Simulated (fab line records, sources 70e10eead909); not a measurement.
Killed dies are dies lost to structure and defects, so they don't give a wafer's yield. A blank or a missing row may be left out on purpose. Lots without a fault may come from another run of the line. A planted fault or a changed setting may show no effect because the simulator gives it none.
A struck lot beside a sound one | flow nand_harc | 25 steps out of a route of 1159
Sound: wafers L122.4, L122.5, L122.6. Struck: wafers L132.2, L132.3, L132.4. The cause comes at the end.
At each step with rows: each side's tool, then ch and its chambers, then its first start. Under that, the readings that differ: sound wafers | struck wafers | difference of the means | sigmas: that difference in standard deviations of wafers without a fault.
alike: readings whose means differ by less than 2 such deviations, and words and numbers that are the same on both sides. not compared: withheld readings, readings that some wafer has no value for, bounds like >300 that may hide the same value, and numbers for which the record gives no deviation and whose values overlap.
The two part at a step that has a row with sigmas, a row that says differs or no value, or rows on one side only. Numbers that don't overlap but have no deviation are shown without sigmas and don't part them. A reading that every wafer of one side lacks parts them only if that side has two wafers or more.

first, 1 step without rows for these wafers: NHARC_A_CHANNEL_HOLE_D1_ETCH_39 (etches the open film in N2/H2, target depth 260 nm, time 325 s).
NHARC_A_CHANNEL_HOLE_D1_ETCH_34: etches the open film in CF4/CHF3, target depth 154 nm, time 77 s.
  sound on rie_diel-13 ch 1,2,3; struck on rie_diel-13 ch 1,2,3
  alike: drypump_motor_current_A, oes_product_au, rf_vpp_V, showerhead_plenum_p_Torr, throttle_valve_pct
  not compared: rf_hours_counter_h
then, 1 step without rows for these wafers: NHARC_A_CHANNEL_HOLE_D1_ETCH_16 (etches the open film in O2/COS, target depth 3100 nm, time 806 s).
NHARC_A_CHANNEL_HOLE_D1_CD_MEAS_18:
  sound on cd_sem-02, day 9 04:05; struck on cd_sem-01, day 11 08:12
  alike: cd_nm
then, 3 steps without rows for these wafers: NHARC_A_CHANNEL_HOLE_D1_ETCH_19 (etches the open film in C4F8/O2/Ar, time 34.5 s); NHARC_A_CHANNEL_HOLE_D1_ETCH_20 (etches the open film in C4F8/O2/Ar, time 361.9 s, target depth 1600 nm); NHARC_A_CHANNEL_HOLE_D1_ETCH_21 (etches the open film in C4F8/O2/Ar, time 514.3 s, target depth 1600 nm).
NHARC_A_CHANNEL_HOLE_D1_ETCH_22: etches the open film in C4F8/O2/Ar, time 666.7 s, target depth 1600 nm.
  sound on har_etch-01 ch 0,1, day 9 05:12; struck on har_etch-01 ch 0,1, day 11 09:10
  alike: drypump_motor_current_A, showerhead_plenum_p_Torr, throttle_valve_pct
  not compared: rf_hours_counter_h
then, 1 step without rows for these wafers: NHARC_A_CHANNEL_HOLE_D1_ETCH_23 (etches the open film in C4F8/O2/Ar, time 819 s, target depth 1600 nm).
NHARC_A_CHANNEL_HOLE_D1_ETCH_24: etches the open film in C4F8/O2/Ar, time 906.2 s, target depth 1500 nm.
  sound on har_etch-01 ch 0,1, day 9 06:33; struck on har_etch-01 ch 0,1, day 11 10:26
  alike: drypump_motor_current_A, showerhead_plenum_p_Torr, throttle_valve_pct
  not compared: rf_hours_counter_h
then, 2 steps without rows for these wafers: NHARC_A_CHANNEL_HOLE_D1_ETCH_25 (etches the open film in C4F8/O2/Ar, time 1040.2 s, target depth 1500 nm); NHARC_A_CHANNEL_HOLE_D1_ETCH_26 (etches the open film in C4F8/O2/Ar, time 224.1 s, target depth 300 nm).
NHARC_A_CHANNEL_HOLE_D1_ETCH_33: etches the open film in C4F8/O2/Ar, time 90 s, target depth 400 nm.
  sound on har_etch-01 ch 0,1, day 9 08:13; struck on har_etch-01 ch 0,1, day 11 12:17
  alike: drypump_motor_current_A, showerhead_plenum_p_Torr, throttle_valve_pct
  not compared: rf_hours_counter_h
then, 3 steps without rows for these wafers: NHARC_A_CHANNEL_HOLE_D1_STRIP_41 (strips in N2/H2); NHARC_A_CHANNEL_HOLE_D1_STRIP_42 (strips in CF4/CHF3); NHARC_A_CHANNEL_HOLE_D1_STRIP_43 (strips in O2/COS).
NHARC_A_CHANNEL_HOLE_D1_ETCH_44: etches the open film in CF4/O2, target depth 140 nm, overetch 14 nm, time 77 s.
  sound on rie_diel-11 ch 2,3, day 9 08:55; struck on rie_diel-13 ch 0,1,3, day 11 13:01
  alike: drypump_motor_current_A, oes_o_777_au, oes_product_au, rf_vpp_V, showerhead_plenum_p_Torr, throttle_valve_pct
  not compared: rf_hours_counter_h
NHARC_A_CHANNEL_HOLE_D1_STRIP_27: strips in O2.
  sound on rie_diel-11 ch 1,2; struck on rie_diel-13 ch 0,2,3
  alike: drypump_motor_current_A, oes_product_au, rf_vpp_V, showerhead_plenum_p_Torr, throttle_valve_pct
  not compared: rf_hours_counter_h
then, 2 steps without rows for these wafers: NHARC_A_CHANNEL_HOLE_D1_PRECLEAN_28 (cleans in SC1); NHARC_A_CHANNEL_HOLE_D1_SRD_29.
NHARC_A_CHANNEL_HOLE_D1_CD_MEAS_30:
  sound on cd_sem-02, day 9 09:44; struck on cd_sem-01, day 11 13:49
  alike: cd_nm
then, 1 step without rows for these wafers: NHARC_A_CHANNEL_HOLE_D1_XSEM_31.
NHARC_A_CHANNEL_HOLE_D1_INSPECT_40:
  sound on defect_inspect-02, day 9 09:55; struck on defect_inspect-02, day 11 14:01
  reading          | sound    | struck      | difference | sigmas
  raw_defect_count | 45 64 64 | 893 895 912 | +842       | +53
then, 1 step without rows for these wafers: NHARC_A_CHANNEL_FILL_D1_PRECLEAN_00 (cleans in SC1).
-- the record jumps here: 10 days lie between the struck wafers' starts before and after (it left off in module A_CHANNEL_FILL_D1 and takes up again in module END, whose first step shown is number 1159 of the route) --
NHARC_END_SORT_01:
  the record has rows for the struck wafers here (prober-01 ch 0, day 21 21:32) and none for the sound ones

WHERE THEY PART
First at NHARC_A_CHANNEL_HOLE_D1_INSPECT_40; last, within this record, at NHARC_END_SORT_01.

WHY: what the simulator had put in
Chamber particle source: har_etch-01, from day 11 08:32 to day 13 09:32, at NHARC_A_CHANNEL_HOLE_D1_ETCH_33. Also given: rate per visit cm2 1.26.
